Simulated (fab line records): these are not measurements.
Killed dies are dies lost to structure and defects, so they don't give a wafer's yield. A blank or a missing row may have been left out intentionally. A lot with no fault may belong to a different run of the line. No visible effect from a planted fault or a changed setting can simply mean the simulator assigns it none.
Matching of chambers :: flow nand-harc :: 3 sister chambers for NHARC_A_STAIRCASE_DEP_301 on pecvd-01
The step deposits SiON, target thk 30 nm. 16 wafers are shown with their chamber, then 8 later ones without.

WAFERS PAIRED WITH THEIR CHAMBERS
wafer: L074.3
chamber: 1
heater-power-w (W): 693

wafer: L074.4
chamber: 1
heater-power-w (W): 722

wafer: L074.6
chamber: 0
heater-power-w (W): 643

wafer: L075.1
chamber: 2
heater-power-w (W): 847

wafer: L075.4
chamber: 0
heater-power-w (W): 675

wafer: L075.6
chamber: 1
heater-power-w (W): 692

wafer: L081.1
chamber: 1
heater-power-w (W): 828

wafer: L081.2
chamber: 0
heater-power-w (W): 778

wafer: L081.5
chamber: 0
heater-power-w (W): 754

wafer: L085.1
chamber: 0
heater-power-w (W): 748

wafer: L085.2
chamber: 2
heater-power-w (W): 942

wafer: L085.5
chamber: 2
heater-power-w (W): 926

wafer: L088.3
chamber: 0
heater-power-w (W): 758

wafer: L088.4
chamber: 1
heater-power-w (W): 815

wafer: L088.6
chamber: 0
heater-power-w (W): 761

wafer: L091.2
chamber: 0
heater-power-w (W): 689

SIGNATURES (means of the wafers above)
reading: heater-power-w
chamber 0: 725.75
chamber 1: 750.00
chamber 2: 905.00
scatter within a chamber: 55.4
Rule: for each reading, subtract the chamber's mean from the wafer's reading, divide by that reading's scatter and square the result; add these up over the readings and take the root, which gives the wafer's distance from the chamber. The wafer belongs to the nearest chamber; if the next one is less than 2 further off, it can't be placed. How the scatter is found: for the shown wafers, subtract from each reading the mean of its chamber, square and add these, divide the total by (wafers less chambers), then take the root.

WAFERS WHOSE CHAMBER IS MISSING
wafer: L091.3
heater-power-w (W): 933

wafer: L091.6
heater-power-w (W): 938

wafer: L094.1
heater-power-w (W): 824

wafer: L094.2
heater-power-w (W): 721

wafer: L094.4
heater-power-w (W): 731

wafer: L097.4
heater-power-w (W): 768

wafer: L097.5
heater-power-w (W): 918

wafer: L097.6
heater-power-w (W): 832

WHICH CHAMBER EACH WENT THROUGH
wafer: L091.3
from the rows above: 2
in truth: 2

wafer: L091.6
from the rows above: 2
in truth: 2

wafer: L094.1
from the rows above: can't be placed: 1 or 2 or 0
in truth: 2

wafer: L094.2
from the rows above: can't be placed: 0 or 1
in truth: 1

wafer: L094.4
from the rows above: can't be placed: 0 or 1
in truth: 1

wafer: L097.4
from the rows above: can't be placed: 1 or 0
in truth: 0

wafer: L097.5
from the rows above: 2
in truth: 2

wafer: L097.6
from the rows above: can't be placed: 2 or 1 or 0
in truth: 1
3 of 8 placed correctly. From these rows, 5 cannot be placed; in 5 the true chamber is one of the candidates. Wrongly placed: 0.
